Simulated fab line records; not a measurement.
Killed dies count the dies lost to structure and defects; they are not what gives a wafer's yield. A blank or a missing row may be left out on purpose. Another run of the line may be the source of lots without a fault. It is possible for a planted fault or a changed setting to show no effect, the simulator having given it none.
Matching of chambers | flow nand_harc | NHARC_P_GATE_ETCH_104 on rie_diel-11: 4 sister chambers
The step etches the open film in CF4/CHF3, target depth 60 nm. 4 wafers are shown with their chamber, then 7 later ones without.

== EACH WAFER AND ITS CHAMBER ==
wafer  | chamber | showerhead_plenum_p_Torr (Torr)
L086.2 | 2       | 1.48
L086.4 | 1       | 1.65
L092.2 | 0       | 1.60
L092.3 | 3       | 1.62

== WAFERS WITHOUT THEIR CHAMBER ==
wafer  | showerhead_plenum_p_Torr (Torr)
L092.5 | 1.65
L093.4 | 1.47
L093.5 | 1.47
L093.6 | 1.62
L096.3 | 1.60
L096.5 | 1.62
L096.6 | 1.60

== WHICH CHAMBER EACH WENT THROUGH ==
wafer  | from the rows above | in truth
L092.5 | 1                   | 1
L093.4 | 2                   | 2
L093.5 | 2                   | 2
L093.6 | 3                   | 3
L096.3 | 0                   | 0
L096.5 | 3                   | 3
L096.6 | 0                   | 0
Correct placement for 7 of the 7. Not placeable from these rows: 0. Wrongly placed: 0.
How it was worked out, from the rows above alone: a wafer's distance from a chamber is the root of the sum, over the readings, of the square of ((its reading less the chamber's mean) divided by the reading's scatter). The wafer belongs to the nearest chamber; if the next one is less than 2 further off, it can't be placed. Each chamber's mean is taken over the wafers shown for it. The scatter: with one shown wafer a chamber, the root of the mean of the squares of how far each hidden wafer lies from its nearest shown one.
